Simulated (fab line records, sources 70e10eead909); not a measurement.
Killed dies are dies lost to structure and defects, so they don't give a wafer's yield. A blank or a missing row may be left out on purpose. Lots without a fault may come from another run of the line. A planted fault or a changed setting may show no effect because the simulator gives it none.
Problem report in the 8D (eight disciplines) form, filled by code | flow nand_harc | the parts of the form that need people (team, actions taken, sign-off) are left out

1. THE PROBLEM
thk_nm at NHARC_A_ONON_D1_THK_MEAS_30 reads a mean of 662 nm on 2 wafers of 2 lots; wafers without a fault read 997 nm with a standard deviation of 9.9. That is -34 standard deviations from the usual mean.
The step: measures by ellipsometry.
First seen on wafer L190.1, day 12 17:30, on film_metro-02. The record holds 42 wafers of 14 lots with a number at this step. Rule for "out", or "out of limits": more than 4 standard deviations from the usual mean. The other wafers with a number count as sound.

2. WHAT IT IS AND WHAT IT IS NOT
question                    | is                | is not
which readings at this step | thk_nm            | -
which lots                  | L190, L192        | L180, L181, L182, L183, L184, L185, L194, L198, L199, L200, L202, L203
which wafers of those lots  | L190.1, L192.2    | L190.5, L190.6, L192.5, L192.6
read on which gauges        | film_metro-02     | film_metro-01
when                        | from day 12 17:30 | up to then (20 sound wafers); but 20 sound wafers of L192, L194, L198, L199, L200, L202, L203 came after

3. SUSPECTS, AND WHAT RULES EACH OUT
Counting: a tool at a process step up to the reading stays a suspect if it ran every lot that is out. Sound lots after the first of them don't rule it out here, since some wafers of a struck lot are sound.
- the gauge at NHARC_A_ONON_D1_THK_MEAS_30: ruled out. All the wafers that are out were read on film_metro-02, but those of them that NHARC_END_SORT_01 has rows for are out there too, on other tools.
- pecvd_onon-04 at NHARC_A_ONON_D1_DEP_28 (target thk 1000 nm): kept. It ran every lot that is out, first L190 (day 12 16:59); its last sound lot up to then is L185 (day 10 12:21).
Left after counting: pecvd_onon-04 at NHARC_A_ONON_D1_DEP_28.

4. THE CAUSE (what the simulator had put in)
Process parameter drift: pecvd_onon-04, from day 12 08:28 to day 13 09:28, at NHARC_A_ONON_D1_DEP_28. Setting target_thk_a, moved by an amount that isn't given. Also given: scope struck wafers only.
Counting left only this tool.

5. THE CHAIN OF EFFECTS, in route order
Each row: a reading whose mean over the struck wafers that have a number lies more than 3 standard deviations from the usual. Only readings for which the record gives a usual standard deviation are gone through. hours: the time from each lot's start at the first step in this table that gives one to its start at this step, as a median over the lots. sigmas: the change in usual standard deviations.
hours | step                        | reading         | usual  | on struck wafers | change | sigmas
0     | NHARC_A_ONON_D1_THK_MEAS_30 | thk_nm          | 997 nm | 662              | -334   | -34
381   | NHARC_END_SORT_01           | killed_at_array | 56     | 673              | +617   | +31
381   | NHARC_END_SORT_01           | killed_dies     | 60     | 677              | +617   | +31

6. WHAT WOULD HAVE CAUGHT IT SOONER
In this record the first reading out of limits at a measuring or inspecting step was taken at day 12 17:30, 9 hours after the fault began at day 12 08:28.
Of the lots that are out (2), L192 began NHARC_A_ONON_D1_DEP_28 on pecvd_onon-04 after day 12 17:30. A hold on the tool at that time would have spared it.
